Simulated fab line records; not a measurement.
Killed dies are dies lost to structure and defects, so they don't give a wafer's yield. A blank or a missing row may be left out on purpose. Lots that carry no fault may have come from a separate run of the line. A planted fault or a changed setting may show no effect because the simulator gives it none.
fab line records + flow n5_finfet + part 1 of 2: steps 1 to 22 of 28
record:
- lots: 5
- wafers: 15
- last_day: 19
route steps=1938 shown WELL_APT@47 PMOS_HMC_CHANNEL_EPI@57
lots untouched by any fault: they come from a run of this same line in which no faults occurred
start_h: start of the lot's first displayed wafer, in hours after the record's first day + wait_h: hours from the lot's prior step to this one + " unchanged from the row above + L1.1+2: a row that stands for several wafers + - value missing, or start not given + * or withheld: withheld + < > ~ a bound
route shown NAME@n: a module of which the file shows steps, and the number in the route of the first + usual: the fault-free wafers' mean and standard deviation + same: alike in all rows + chamber/n: place in a boat + sites: per-site readings + _std_site: standard deviation across them + _edge_site: outer sites' mean less inner sites' + radius_mm: how far each site lies from the wafer's centre + mask NAME#n: copy n + behind: the most recent tool/chamber to have shaped the wafer + hold: why the lot went on hold/how many hours it stayed there/how the hold came to an end + device: whichever transistor did not switch (one of n, p or np) + end of line: tests run on the same wafers once the route is complete + step lacking rows: just its recipe + killed: dies that structure and defects cost at the first sort, which is not the same as the wafer's yield + map: shows each die of a wafer: x if killed, . if not, _ if none is there
set.NAME: the run value of the setting; set.NAME@STEP: its run value at that earlier step + model.NAME: the simulator's own value behind a step, which no gauge read
lots seen at some steps along the route; tables by step, rows by wafer
services: from which hour (start_h, from the record's first day; less than 0 if before it) a tool's chamber was out of use, for how many hours, and why
== steps ==
step: N5_WELL_APT_IMPLANT_31
recipe:
- species: B
- energy_kev: 60
- dose_cm2: 1.5e+13
- tilt_deg: 0
- rotation_deg: 0
usual:
- beam_energy_keV: 60.003/0.019
| lot.wafer | tool         | chamber | start_h | wait_h | beam_energy_keV |
|-----------|--------------|---------|---------|--------|-----------------|
| L075.1    | implanter-02 | 0       | 20.94   | 0.1    | 60.031          |
| L075.4    | "            | 0       | "       | "      | 60.001          |
| L075.5    | "            | 0       | "       | "      | 60.006          |
| L080.2    | implanter-01 | 0       | 51.26   | 0.1    | 60.014          |
| L080.4    | "            | 0       | "       | "      | 60.016          |
| L080.6    | "            | 0       | "       | "      | 60.003          |
| L086.1    | implanter-01 | 0       | 87.44   | 0.1    | 60.000          |
| L086.5    | "            | 0       | "       | "      | 60.009          |
| L086.6    | "            | 0       | "       | "      | 60.030          |
| L093.1    | implanter-01 | 0       | 129.17  | 0.1    | 59.958          |
| L093.2    | "            | 0       | "       | "      | 59.988          |
| L093.6    | "            | 0       | "       | "      | 60.004          |
| L097.3    | implanter-01 | 0       | 153.90  | 0.1    | 59.977          |
| L097.4    | "            | 0       | "       | "      | 60.028          |
| L097.6    | "            | 0       | "       | "      | 59.985          |
step: N5_WELL_APT_IMPLANT_32
recipe:
- species: BF2
- energy_kev: 50
- dose_cm2: 2e+13
- tilt_deg: 0
- rotation_deg: 0
usual:
- beam_energy_keV: 50.002/0.014
| lot.wafer | tool         | chamber | start_h | wait_h | beam_energy_keV |
|-----------|--------------|---------|---------|--------|-----------------|
| L075.1    | implanter-02 | 0       | 21.12   | 0.1    | 50.002          |
| L075.4    | "            | 0       | "       | "      | 50.004          |
| L075.5    | "            | 0       | "       | "      | 50.004          |
| L080.2    | implanter-01 | 0       | 51.44   | 0.1    | 50.004          |
| L080.4    | "            | 0       | "       | "      | 49.999          |
| L080.6    | "            | 0       | "       | "      | 49.995          |
| L086.1    | implanter-01 | 0       | 87.62   | 0.1    | 50.000          |
| L086.5    | "            | 0       | "       | "      | 50.016          |
| L086.6    | "            | 0       | "       | "      | 50.009          |
| L093.1    | implanter-01 | 0       | 129.35  | 0.1    | 49.978          |
| L093.2    | "            | 0       | "       | "      | 49.987          |
| L093.6    | "            | 0       | "       | "      | 49.975          |
| L097.3    | implanter-01 | 0       | 154.08  | 0.1    | 49.984          |
| L097.4    | "            | 0       | "       | "      | 49.986          |
| L097.6    | "            | 0       | "       | "      | 49.990          |
step: N5_WELL_APT_STRIP_33
recipe:
- chemistry: SPM
- time_s: 900
- temp_c: 130
- h2so4_h2o2_vol_ratio: 4
- dry: ipa_marangoni
| lot.wafer  | tool         | chamber | start_h | wait_h |
|------------|--------------|---------|---------|--------|
| L075.1+4+5 | wet_bench-05 | 3,5,0   | 21.33   | 0.2    |
| L080.2+4+6 | wet_bench-05 | 3,1,4   | 51.61   | 0.1    |
| L086.1+5+6 | wet_bench-04 | 0,1,2   | 87.84   | 0.2    |
| L093.1+2+6 | wet_bench-03 | 0,6,1   | 129.55  | 0.2    |
| L097.3+4+6 | wet_bench-05 | 5,4,0   | 154.22  | 0.1    |
step: N5_WELL_APT_RTA_34
recipe:
- temp_c: 1000
- time_s: 10
- ambient: N2
- idle_temp_c: 600
- ramp_up_c_per_s: 150
- ramp_down_c_per_s: 60
- cool_to_c: 600
usual:
- lamp_power_pct: 13.01/0.049
- lamp_zone_1_pct: 12.99/0.03
- lamp_zone_3_pct: 12.99/0.031
- wafer_temp_C_max: 1003.5/0.98
| lot.wafer | tool          | chamber | start_h | wait_h | lamp_power_pct | lamp_zone_1_pct | lamp_zone_3_pct | wafer_temp_C_max |
|-----------|---------------|---------|---------|--------|----------------|-----------------|-----------------|------------------|
| L075.1    | rtp_anneal-02 | 0       | 21.63   | 0.1    | 12.98          | 12.99           | 12.99           | 1003.8           |
| L075.4    | "             | 0       | "       | "      | 12.95          | 12.98           | 13.02           | 1004.5           |
| L075.5    | "             | 0       | "       | "      | 13.12          | 12.96           | 13.03           | 1002.4           |
| L080.2    | rtp_anneal-01 | 0       | 51.91   | 0.0    | 12.97          | 12.99           | 12.95           | 1003.1           |
| L080.4    | "             | 0       | "       | "      | 13.06          | 13.02           | 12.93           | 1006.4           |
| L080.6    | "             | 0       | "       | "      | 12.97          | 13.03           | 13.05           | 1003.6           |
| L086.1    | rtp_anneal-02 | 0       | 88.25   | 0.2    | 13.01          | 12.99           | 12.97           | 1003.1           |
| L086.5    | "             | 0       | "       | "      | 13.01          | 12.97           | 12.99           | 1003.3           |
| L086.6    | "             | 0       | "       | "      | 13.05          | 12.99           | 13.02           | 1002.6           |
| L093.1    | rtp_anneal-02 | 0       | 129.83  | 0.0    | 13.02          | 12.97           | 12.99           | 1002.6           |
| L093.2    | "             | 0       | "       | "      | 13.02          | 13.01           | 13.01           | 1002.3           |
| L093.6    | "             | 0       | "       | "      | 12.94          | 13.00           | 12.98           | 1004.9           |
| L097.3    | rtp_anneal-01 | 0       | 154.56  | 0.1    | 13.05          | 12.98           | 12.96           | 1002.8           |
| L097.4    | "             | 0       | "       | "      | 13.09          | 12.95           | 12.98           | 1003.6           |
| L097.6    | "             | 0       | "       | "      | 12.93          | 12.99           | 12.98           | 1003.7           |
step: N5_WELL_APT_OXIDE_STRIP_42
recipe:
- chemistry: dHF
- dilution: 25:1
- time_s: 45
- temp_c: 25
- target: SiO2
- target_depth_a: 120
| lot.wafer  | tool         | chamber | start_h | wait_h |
|------------|--------------|---------|---------|--------|
| L075.1+4+5 | wet_bench-03 | 1,7,6   | 21.78   | 0.1    |
| L080.2+4+6 | wet_bench-05 | 0,7,3   | 52.05   | 0.1    |
| L086.1+5+6 | wet_bench-04 | 1,0,6   | 88.40   | 0.1    |
| L093.1+2+6 | wet_bench-05 | 1,4,7   | 129.97  | 0.1    |
| L097.3+4+6 | wet_bench-05 | 2,0,6   | 154.67  | 0.1    |
step: N5_WELL_APT_PRECLEAN_36
recipe:
- chemistry: O3/DIW
- time_s: 45
- temp_c: 22
- o3_ppm: 10
usual:
- o3_ppm: 9.99/0.086
| lot.wafer | tool         | chamber | start_h | wait_h | o3_ppm |
|-----------|--------------|---------|---------|--------|--------|
| L075.1    | wet_bench-03 | 1       | 21.80   | 0.0    | 9.92   |
| L075.4    | "            | 7       | "       | "      | 10.10  |
| L075.5    | "            | 6       | "       | "      | 10.08  |
| L080.2    | wet_bench-05 | 0       | 52.06   | 0.0    | 10.02  |
| L080.4    | "            | 7       | "       | "      | 10.07  |
| L080.6    | "            | 3       | "       | "      | 9.79   |
| L086.1    | wet_bench-04 | 1       | 88.41   | 0.0    | 10.02  |
| L086.5    | "            | 0       | "       | "      | 10.13  |
| L086.6    | "            | 6       | "       | "      | 9.95   |
| L093.1    | wet_bench-05 | 1       | 129.99  | 0.0    | 9.92   |
| L093.2    | "            | 4       | "       | "      | 10.02  |
| L093.6    | "            | 7       | "       | "      | 10.02  |
| L097.3    | wet_bench-05 | 2       | 154.68  | 0.0    | 10.17  |
| L097.4    | "            | 0       | "       | "      | 10.10  |
| L097.6    | "            | 6       | "       | "      | 10.01  |
step: N5_WELL_APT_PRECLEAN_39
recipe:
- chemistry: dHF
- time_s: 60
- dilution: 150:1
- temp_c: 25
| lot.wafer  | tool         | chamber | start_h | wait_h |
|------------|--------------|---------|---------|--------|
| L075.1+4+5 | wet_bench-03 | 1,7,6   | 21.81   | 0.0    |
| L080.2+4+6 | wet_bench-05 | 0,7,3   | 52.08   | 0.0    |
| L086.1+5+6 | wet_bench-04 | 1,0,6   | 88.42   | 0.0    |
| L093.1+2+6 | wet_bench-05 | 1,4,7   | 130.00  | 0.0    |
| L097.3+4+6 | wet_bench-05 | 2,0,6   | 154.70  | 0.0    |
step: N5_WELL_APT_SRD_37
recipe:
- dry: ipa_marangoni
- do_ppb: 5
- time_s: 30
- temp_c: 23
- rinse_liquid: diw
| lot.wafer  | tool         | chamber | start_h | wait_h |
|------------|--------------|---------|---------|--------|
| L075.1+4+5 | wet_bench-03 | 1,7,6   | 21.82   | 0.0    |
| L080.2+4+6 | wet_bench-05 | 0,7,3   | 52.09   | 0.0    |
| L086.1+5+6 | wet_bench-04 | 1,0,6   | 88.44   | 0.0    |
| L093.1+2+6 | wet_bench-05 | 1,4,7   | 130.02  | 0.0    |
| L097.3+4+6 | wet_bench-05 | 2,0,6   | 154.72  | 0.0    |
step: N5_WELL_APT_EPI_41
recipe:
- material: Si
- target_thk_a: 500
- temp_c: 650
- precursor: SiH4/H2
- pressure_torr: 20
- time_s: 297.7
usual:
- susceptor_temp_C: 649.99/0.27
- throttle_valve_pct: 10.6/0.44
| lot.wafer | tool         | chamber | start_h | wait_h | susceptor_temp_C | throttle_valve_pct |
|-----------|--------------|---------|---------|--------|------------------|--------------------|
| L075.1    | epi_rpcvd-01 | 0       | 21.87   | 0.0    | 650.26           | 10.5               |
| L075.4    | "            | 0       | "       | "      | 649.96           | 10.5               |
| L075.5    | "            | 0       | "       | "      | 649.99           | 10.4               |
| L080.2    | epi_rpcvd-02 | 0       | 52.27   | 0.2    | 649.84           | 11.1               |
| L080.4    | "            | 0       | "       | "      | 649.91           | 11.1               |
| L080.6    | "            | 0       | "       | "      | 649.76           | 10.9               |
| L086.1    | epi_rpcvd-03 | 0       | 88.49   | 0.0    | 650.22           | 10.0               |
| L086.5    | "            | 0       | "       | "      | 650.41           | 10.3               |
| L086.6    | "            | 0       | "       | "      | 650.12           | 10.4               |
| L093.1    | epi_rpcvd-02 | 0       | 130.07  | 0.0    | 649.86           | 11.2               |
| L093.2    | "            | 0       | "       | "      | 649.39           | 11.2               |
| L093.6    | "            | 0       | "       | "      | 650.23           | 11.1               |
| L097.3    | epi_rpcvd-02 | 0       | 154.97  | 0.2    | 649.89           | 11.0               |
| L097.4    | "            | 0       | "       | "      | 650.19           | 11.2               |
| L097.6    | "            | 0       | "       | "      | 650.01           | 10.8               |
step: N5_WELL_APT_INSPECT_38
recipe:
- inspect_instrument: darkfield
- mode: post_epi
usual:
- raw_defect_count: 13/4.6
| lot.wafer | tool              | chamber | start_h | wait_h | raw_defect_count |
|-----------|-------------------|---------|---------|--------|------------------|
| L075.1    | defect_inspect-01 | -       | 22.51   | 0.5    | 8                |
| L075.4    | "                 | -       | "       | "      | 16               |
| L075.5    | "                 | -       | "       | "      | 15               |
| L080.2    | defect_inspect-01 | -       | 52.98   | 0.6    | 21               |
| L080.4    | "                 | -       | "       | "      | 24               |
| L080.6    | "                 | -       | "       | "      | 11               |
| L086.1    | defect_inspect-02 | -       | 89.33   | 0.7    | 15               |
| L086.5    | "                 | -       | "       | "      | 9                |
| L086.6    | "                 | -       | "       | "      | 18               |
| L093.1    | defect_inspect-02 | -       | 130.70  | 0.5    | 10               |
| L093.2    | "                 | -       | "       | "      | 7                |
| L093.6    | "                 | -       | "       | "      | 4                |
| L097.3    | defect_inspect-01 | -       | 155.40  | 0.3    | 14               |
| L097.4    | "                 | -       | "       | "      | 10               |
| L097.6    | "                 | -       | "       | "      | 12               |
step: N5_PMOS_HMC_CHANNEL_EPI_HM_DEP_34
recipe:
- material: SiO2
- target_thk_a: 360
- temp_c: 400
- precursor: TEOS/O2
- pressure_torr: 6.5
- rf_w: 900
- teos_flow_sccm: 161.4
- gas: O2
- flow_sccm: 2650
- time_s: 6.9
usual:
- heater_power_w: 564/85
- showerhead_plenum_p_Torr: 8.36/0.037
- showerhead_vpp_V: 1894/110
- susceptor_temp_C: 399.97/0.2
- throttle_valve_pct: 18.9/1.2
| lot.wafer | tool     | chamber | start_h | wait_h | heater_power_w | showerhead_plenum_p_Torr | showerhead_vpp_V | susceptor_temp_C | throttle_valve_pct |
|-----------|----------|---------|---------|--------|----------------|--------------------------|------------------|------------------|--------------------|
| L075.1    | pecvd-01 | 1       | 22.55   | 0.0    | 717            | 8.40                     | 1914             | 400.16           | 20.5               |
| L075.4    | "        | 1       | "       | "      | 733            | 8.41                     | 1895             | 400.36           | 20.8               |
| L075.5    | "        | 0       | "       | "      | 566            | 8.34                     | 1908             | 399.57           | 17.6               |
| L080.2    | pecvd-01 | 1       | 53.01   | 0.0    | 672            | 8.39                     | 1947             | 399.52           | 20.7               |
| L080.4    | "        | 0       | "       | "      | 517            | 8.37                     | 1911             | 400.03           | 17.5               |
| L080.6    | "        | 1       | "       | "      | 682            | 8.42                     | 1896             | 399.70           | 20.4               |
| L086.1    | pecvd-01 | 1       | 89.36   | 0.0    | 698            | 8.41                     | 1923             | 399.95           | 20.7               |
| L086.5    | "        | 2       | "       | "      | 560            | 8.37                     | 1852             | 399.76           | 18.8               |
| L086.6    | "        | 0       | "       | "      | 600            | 8.38                     | 1935             | 399.73           | 17.9               |
| L093.1    | pecvd-04 | 1       | 130.74  | 0.0    | 569            | 8.36                     | 1683             | 399.70           | 17.9               |
| L093.2    | "        | 0       | "       | "      | 544            | 8.38                     | 1782             | 400.12           | 20.5               |
| L093.6    | "        | 0       | "       | "      | 553            | 8.36                     | 1769             | 399.99           | 20.1               |
| L097.3    | pecvd-04 | 0       | 155.44  | 0.0    | 529            | 8.38                     | 1769             | 399.90           | 20.1               |
| L097.4    | "        | 2       | "       | "      | 507            | 8.30                     | 1992             | 399.95           | 17.5               |
| L097.6    | "        | 1       | "       | "      | 567            | 8.36                     | 1665             | 399.87           | 17.8               |
step: N5_PMOS_HMC_CHANNEL_EPI_COAT_31
recipe:
- resist: BARC
- temp_c: 205
- time_s: 60
- spin_rpm: 1500
- resist_thk_nm: 66
usual:
- chill_plate_temp_C: 22.99/0.1
- plate_temp_C: 204.99/0.17
| lot.wafer | tool           | chamber | start_h | wait_h | chill_plate_temp_C | plate_temp_C |
|-----------|----------------|---------|---------|--------|--------------------|--------------|
| L075.1    | litho_track-01 | 0       | 22.60   | 0.0    | 23.02              | 205.19       |
| L075.4    | "              | 0       | "       | "      | 22.93              | 205.25       |
| L075.5    | "              | 0       | "       | "      | 22.91              | 205.28       |
| L080.2    | litho_track-03 | 0       | 53.08   | 0.1    | 23.06              | 204.87       |
| L080.4    | "              | 0       | "       | "      | 22.91              | 204.97       |
| L080.6    | "              | 0       | "       | "      | 22.93              | 204.89       |
| L086.1    | litho_track-02 | 0       | 89.42   | 0.0    | 22.99              | 205.08       |
| L086.5    | "              | 0       | "       | "      | 22.94              | 204.84       |
| L086.6    | "              | 0       | "       | "      | 22.97              | 204.93       |
| L093.1    | litho_track-01 | 0       | 130.80  | 0.0    | 22.81              | 205.24       |
| L093.2    | "              | 0       | "       | "      | 22.96              | 205.33       |
| L093.6    | "              | 0       | "       | "      | 23.12              | 205.19       |
| L097.3    | litho_track-02 | 0       | 155.50  | 0.0    | 23.00              | 204.94       |
| L097.4    | "              | 0       | "       | "      | 23.09              | 204.82       |
| L097.6    | "              | 0       | "       | "      | 23.07              | 204.65       |
step: N5_PMOS_HMC_CHANNEL_EPI_COAT_03
recipe:
- resist: CAR-ArF-block
- spin_rpm: 1500
- resist_thk_nm: 205
usual:
- chill_plate_temp_C: 22.99/0.097
| lot.wafer | tool           | chamber | start_h | wait_h | chill_plate_temp_C |
|-----------|----------------|---------|---------|--------|--------------------|
| L075.1    | litho_track-01 | 0       | -       | -      | 22.96              |
| L075.4    | "              | 0       | "       | "      | 22.98              |
| L075.5    | "              | 0       | "       | "      | 23.03              |
| L080.2    | litho_track-03 | 0       | -       | -      | 22.88              |
| L080.4    | "              | 0       | "       | "      | 22.82              |
| L080.6    | "              | 0       | "       | "      | 22.73              |
| L086.1    | litho_track-02 | 0       | -       | -      | 22.96              |
| L086.5    | "              | 0       | "       | "      | 23.06              |
| L086.6    | "              | 0       | "       | "      | 23.05              |
| L093.1    | litho_track-01 | 0       | -       | -      | 22.84              |
| L093.2    | "              | 0       | "       | "      | 22.96              |
| L093.6    | "              | 0       | "       | "      | 23.00              |
| L097.3    | litho_track-02 | 0       | -       | -      | 23.06              |
| L097.4    | "              | 0       | "       | "      | 22.90              |
| L097.6    | "              | 0       | "       | "      | 22.92              |
step: N5_PMOS_HMC_CHANNEL_EPI_EBR_05
recipe:
- solvent: PGMEA
- ebr_width_mm: 1.5
usual:
- chill_plate_temp_C: 23.04/0.11
| lot.wafer | tool           | chamber | start_h | wait_h | chill_plate_temp_C |
|-----------|----------------|---------|---------|--------|--------------------|
| L075.1    | litho_track-01 | 0       | -       | -      | 23.01              |
| L075.4    | "              | 0       | "       | "      | 23.10              |
| L075.5    | "              | 0       | "       | "      | 23.03              |
| L080.2    | litho_track-03 | 0       | -       | -      | 22.90              |
| L080.4    | "              | 0       | "       | "      | 22.86              |
| L080.6    | "              | 0       | "       | "      | 22.91              |
| L086.1    | litho_track-02 | 0       | -       | -      | 23.08              |
| L086.5    | "              | 0       | "       | "      | 22.99              |
| L086.6    | "              | 0       | "       | "      | 22.92              |
| L093.1    | litho_track-01 | 0       | -       | -      | 22.99              |
| L093.2    | "              | 0       | "       | "      | 23.00              |
| L093.6    | "              | 0       | "       | "      | 22.90              |
| L097.3    | litho_track-02 | 0       | -       | -      | 22.91              |
| L097.4    | "              | 0       | "       | "      | 22.91              |
| L097.6    | "              | 0       | "       | "      | 23.02              |
step: N5_PMOS_HMC_CHANNEL_EPI_SOFTBAKE_04
recipe:
- temp_c: 110
- time_s: 60
- resist: CAR-ArF-block
usual:
- chill_plate_temp_C: 23.02/0.12
- plate_temp_C: 109.99/0.13
| lot.wafer | tool           | chamber | start_h | wait_h | chill_plate_temp_C | plate_temp_C |
|-----------|----------------|---------|---------|--------|--------------------|--------------|
| L075.1    | litho_track-01 | 0       | -       | -      | 22.85              | 109.97       |
| L075.4    | "              | 0       | "       | "      | 23.00              | 109.99       |
| L075.5    | "              | 0       | "       | "      | 22.88              | 110.08       |
| L080.2    | litho_track-03 | 0       | -       | -      | 22.98              | 109.80       |
| L080.4    | "              | 0       | "       | "      | 23.10              | 109.76       |
| L080.6    | "              | 0       | "       | "      | 22.99              | 110.23       |
| L086.1    | litho_track-02 | 0       | -       | -      | 23.10              | 109.99       |
| L086.5    | "              | 0       | "       | "      | 23.06              | 110.04       |
| L086.6    | "              | 0       | "       | "      | 23.03              | 110.17       |
| L093.1    | litho_track-01 | 0       | -       | -      | 22.85              | 109.80       |
| L093.2    | "              | 0       | "       | "      | 22.85              | 109.87       |
| L093.6    | "              | 0       | "       | "      | 22.83              | 109.89       |
| L097.3    | litho_track-02 | 0       | -       | -      | 22.97              | 109.93       |
| L097.4    | "              | 0       | "       | "      | 22.93              | 110.07       |
| L097.6    | "              | 0       | "       | "      | 22.91              | 110.04       |
step: N5_PMOS_HMC_CHANNEL_EPI_EXPOSE_06
recipe:
- mask_id: PMOS_HMC_BLK
- na: 1.35
- source_shape: conventional
- sigma_outer: 0.8
- polarization: unpolarized
- target_cd_nm: 240
- dose_mj: 41
| lot.wafer  | tool            | chamber | start_h | wait_h | mask           |
|------------|-----------------|---------|---------|--------|----------------|
| L075.1+4+5 | arfi_scanner-01 | 0       | 22.83   | -      | PMOS_HMC_BLK#0 |
| L080.2+4+6 | arfi_scanner-01 | 0       | 53.19   | -      | PMOS_HMC_BLK#0 |
| L086.1+5+6 | arfi_scanner-02 | 0       | 89.64   | -      | PMOS_HMC_BLK#0 |
| L093.1+2+6 | arfi_scanner-02 | 0       | 131.02  | -      | PMOS_HMC_BLK#0 |
| L097.3+4+6 | arfi_scanner-03 | 0       | 155.73  | -      | PMOS_HMC_BLK#0 |
step: N5_PMOS_HMC_CHANNEL_EPI_PEB_07
recipe:
- peb_temp_c: 110
- peb_time_s: 60
- resist: CAR-ArF-block
usual:
- chill_plate_temp_C: 22.99/0.11
- plate_temp_C: 109.97/0.13
| lot.wafer | tool           | chamber | start_h | wait_h | chill_plate_temp_C | plate_temp_C |
|-----------|----------------|---------|---------|--------|--------------------|--------------|
| L075.1    | litho_track-01 | 0       | 22.88   | 0.1    | 22.90              | 109.71       |
| L075.4    | "              | 0       | "       | "      | 22.78              | 109.93       |
| L075.5    | "              | 0       | "       | "      | 22.99              | 109.75       |
| L080.2    | litho_track-02 | 0       | 53.24   | 0.0    | 23.19              | 109.99       |
| L080.4    | "              | 0       | "       | "      | 22.96              | 109.85       |
| L080.6    | "              | 0       | "       | "      | 22.87              | 109.87       |
| L086.1    | litho_track-01 | 0       | 89.70   | 0.1    | 23.09              | 109.99       |
| L086.5    | "              | 0       | "       | "      | 23.07              | 109.98       |
| L086.6    | "              | 0       | "       | "      | 23.05              | 109.65       |
| L093.1    | litho_track-01 | 0       | 131.08  | 0.1    | 23.20              | 110.00       |
| L093.2    | "              | 0       | "       | "      | 23.21              | 110.12       |
| L093.6    | "              | 0       | "       | "      | 23.00              | 110.00       |
| L097.3    | litho_track-03 | 0       | 155.78  | 0.0    | 22.94              | 109.83       |
| L097.4    | "              | 0       | "       | "      | 22.96              | 109.89       |
| L097.6    | "              | 0       | "       | "      | 22.97              | 109.95       |
step: N5_PMOS_HMC_CHANNEL_EPI_DEVELOP_08
recipe:
- develop_time_s: 30
- developer: TMAH
- resist: CAR-ArF-block
- dev_temp_c: 23
- rinse_liquid: diw
- dry: air_spin
usual:
- chill_plate_temp_C: 22.97/0.11
| lot.wafer | tool           | chamber | start_h | wait_h | chill_plate_temp_C |
|-----------|----------------|---------|---------|--------|--------------------|
| L075.1    | litho_track-01 | 0       | -       | -      | 23.17              |
| L075.4    | "              | 0       | "       | "      | 23.06              |
| L075.5    | "              | 0       | "       | "      | 23.22              |
| L080.2    | litho_track-02 | 0       | -       | -      | 22.97              |
| L080.4    | "              | 0       | "       | "      | 23.07              |
| L080.6    | "              | 0       | "       | "      | 22.91              |
| L086.1    | litho_track-01 | 0       | -       | -      | 22.97              |
| L086.5    | "              | 0       | "       | "      | 22.98              |
| L086.6    | "              | 0       | "       | "      | 23.03              |
| L093.1    | litho_track-01 | 0       | -       | -      | 22.93              |
| L093.2    | "              | 0       | "       | "      | 23.04              |
| L093.6    | "              | 0       | "       | "      | 22.98              |
| L097.3    | litho_track-03 | 0       | -       | -      | 22.78              |
| L097.4    | "              | 0       | "       | "      | 22.84              |
| L097.6    | "              | 0       | "       | "      | 22.85              |
step: N5_PMOS_HMC_CHANNEL_EPI_CD_MEAS_09
recipe:
- target_cd_nm: 237.4
- landing_energy_ev: 500
- detector: se_inlens
usual:
- cd_nm: 237.4/0.86
| lot.wafer | tool      | chamber | start_h | wait_h | cd_nm |
|-----------|-----------|---------|---------|--------|-------|
| L075.1    | cd_sem-03 | 0       | 22.95   | -      | 236.7 |
| L075.4    | "         | 0       | "       | "      | 237.6 |
| L075.5    | "         | 0       | "       | "      | 236.9 |
| L080.2    | cd_sem-03 | 0       | 53.31   | -      | 236.2 |
| L080.4    | "         | 0       | "       | "      | 237.1 |
| L080.6    | "         | 0       | "       | "      | 236.8 |
| L086.1    | cd_sem-01 | 0       | 89.77   | -      | 237.7 |
| L086.5    | "         | 0       | "       | "      | 237.3 |
| L086.6    | "         | 0       | "       | "      | 238.0 |
| L093.1    | cd_sem-01 | 0       | 131.14  | -      | 236.5 |
| L093.2    | "         | 0       | "       | "      | 236.6 |
| L093.6    | "         | 0       | "       | "      | 237.4 |
| L097.3    | cd_sem-01 | 0       | 155.85  | -      | 237.7 |
| L097.4    | "         | 0       | "       | "      | 237.3 |
| L097.6    | "         | 0       | "       | "      | 236.8 |
step: N5_PMOS_HMC_CHANNEL_EPI_OVL_MEAS_10
recipe:
- points_per_wafer: 44
usual:
- PMOS_HMC_BLK_OVL: 0.5/0.92
| lot.wafer | tool       | chamber | start_h | wait_h | PMOS_HMC_BLK_OVL[nm] |
|-----------|------------|---------|---------|--------|----------------------|
| L075.1    | overlay-01 | 0       | 22.98   | 0.0    | 1.3                  |
| L075.4    | "          | 0       | "       | "      | 0.5                  |
| L075.5    | "          | 0       | "       | "      | 0.5                  |
| L080.2    | overlay-02 | 0       | 53.34   | 0.0    | 0.3                  |
| L080.4    | "          | 0       | "       | "      | 0.8                  |
| L080.6    | "          | 0       | "       | "      | 1.9                  |
| L086.1    | overlay-01 | 0       | 89.80   | 0.0    | -0.6                 |
| L086.5    | "          | 0       | "       | "      | -0.1                 |
| L086.6    | "          | 0       | "       | "      | 1.1                  |
| L093.1    | overlay-01 | 0       | 131.17  | 0.0    | 0.1                  |
| L093.2    | "          | 0       | "       | "      | 1.4                  |
| L093.6    | "          | 0       | "       | "      | 0.4                  |
| L097.3    | overlay-02 | 0       | 155.87  | 0.0    | -0.7                 |
| L097.4    | "          | 0       | "       | "      | -0.7                 |
| L097.6    | "          | 0       | "       | "      | 0.0                  |
step: N5_PMOS_HMC_CHANNEL_EPI_INSPECT_11
recipe:
- mode: adi
- inspect_instrument: macro
usual:
- raw_defect_count: 2.0/1.5
| lot.wafer | tool              | chamber | start_h | wait_h | raw_defect_count |
|-----------|-------------------|---------|---------|--------|------------------|
| L075.1    | defect_inspect-02 | -       | 23.00   | 0.0    | 0                |
| L075.4    | "                 | -       | "       | "      | 6                |
| L075.5    | "                 | -       | "       | "      | 0                |
| L080.2    | defect_inspect-02 | -       | 53.36   | 0.0    | 2                |
| L080.4    | "                 | -       | "       | "      | 3                |
| L080.6    | "                 | -       | "       | "      | 3                |
| L086.1    | defect_inspect-01 | -       | 89.82   | 0.0    | 1                |
| L086.5    | "                 | -       | "       | "      | 1                |
| L086.6    | "                 | -       | "       | "      | 1                |
| L093.1    | defect_inspect-02 | -       | 131.20  | 0.0    | 2                |
| L093.2    | "                 | -       | "       | "      | 2                |
| L093.6    | "                 | -       | "       | "      | 4                |
| L097.3    | defect_inspect-02 | -       | 155.90  | 0.0    | 6                |
| L097.4    | "                 | -       | "       | "      | 3                |
| L097.6    | "                 | -       | "       | "      | 0                |
step: N5_PMOS_HMC_CHANNEL_EPI_DESCUM_14
recipe:
- chemistry: O2
- time_s: 7.9
- source_power_w: 50
- bias_power_w: 20
- pressure_mtorr: 20
- rf_frequency_hz: 2.712e+07
- temp_c: 40
- resist: CAR-ArF-block
- o2_flow_sccm: 225
usual:
- chamber_pressure_mTorr: 20.000/0.018
- drypump_motor_current_A: 5.7/0.43
- oes_product_au: 0.77/0.083
- rf_vpp_V: 242.9/1.4
- showerhead_plenum_p_Torr: 2.09/0.077
- throttle_valve_pct: 20.52/0.19
| lot.wafer | tool        | chamber | start_h | wait_h | chamber_pressure_mTorr | drypump_motor_current_A | oes_product_au | rf_hours_counter_h | rf_vpp_V | showerhead_plenum_p_Torr | throttle_valve_pct |
|-----------|-------------|---------|---------|--------|------------------------|-------------------------|----------------|--------------------|----------|--------------------------|--------------------|
| L075.1    | rie_diel-02 | 0       | 23.04   | 0.0    | 19.999                 | 5.6                     | 0.68           | 228                | 243.2    | 2.08                     | 20.68              |
| L075.4    | "           | 1       | "       | "      | 20.018                 | 6.3                     | 0.72           | 230                | 245.3    | 2.15                     | 20.50              |
| L075.5    | "           | 3       | "       | "      | 19.977                 | 5.8                     | 0.85           | -                  | 243.0    | 2.04                     | 20.69              |
| L080.2    | rie_diel-06 | 3       | 53.39   | 0.0    | 19.999                 | 5.4                     | 0.72           | 168                | 242.7    | 2.08                     | 20.57              |
| L080.4    | "           | 1       | "       | "      | 20.009                 | 5.6                     | 0.73           | 176                | 244.5    | 2.18                     | 20.82              |
| L080.6    | "           | 1       | "       | "      | 19.997                 | 5.6                     | 0.74           | -                  | 244.0    | 2.18                     | 20.80              |
| L086.1    | rie_diel-03 | 1       | 89.86   | 0.0    | 19.989                 | 6.1                     | 0.74           | 197                | 243.0    | 2.16                     | 20.47              |
| L086.5    | "           | 2       | "       | "      | 20.011                 | 5.3                     | 0.73           | -                  | 241.2    | 1.99                     | 20.59              |
| L086.6    | "           | 3       | "       | "      | 20.022                 | 5.5                     | 0.67           | -                  | 241.9    | 1.98                     | 20.61              |
| L093.1    | rie_diel-06 | 3       | 131.23  | 0.0    | 20.012                 | 5.4                     | 0.71           | 190                | 241.8    | 2.07                     | 20.60              |
| L093.2    | "           | 1       | "       | "      | 20.015                 | 5.6                     | 0.72           | 198                | 244.7    | 2.17                     | 20.83              |
| L093.6    | "           | 1       | "       | "      | 19.988                 | 5.6                     | 0.72           | -                  | 245.8    | 2.17                     | 20.83              |
| L097.3    | rie_diel-02 | 1       | 155.93  | 0.0    | 20.031                 | 6.3                     | 0.92           | 16                 | 245.3    | 2.14                     | 20.19              |
| L097.4    | "           | 3       | "       | "      | 19.994                 | 5.8                     | 0.79           | 83                 | 241.8    | 2.03                     | 20.72              |
| L097.6    | "           | 2       | "       | "      | 20.030                 | 6.0                     | 0.75           | -                  | 245.2    | 2.19                     | 20.54              |
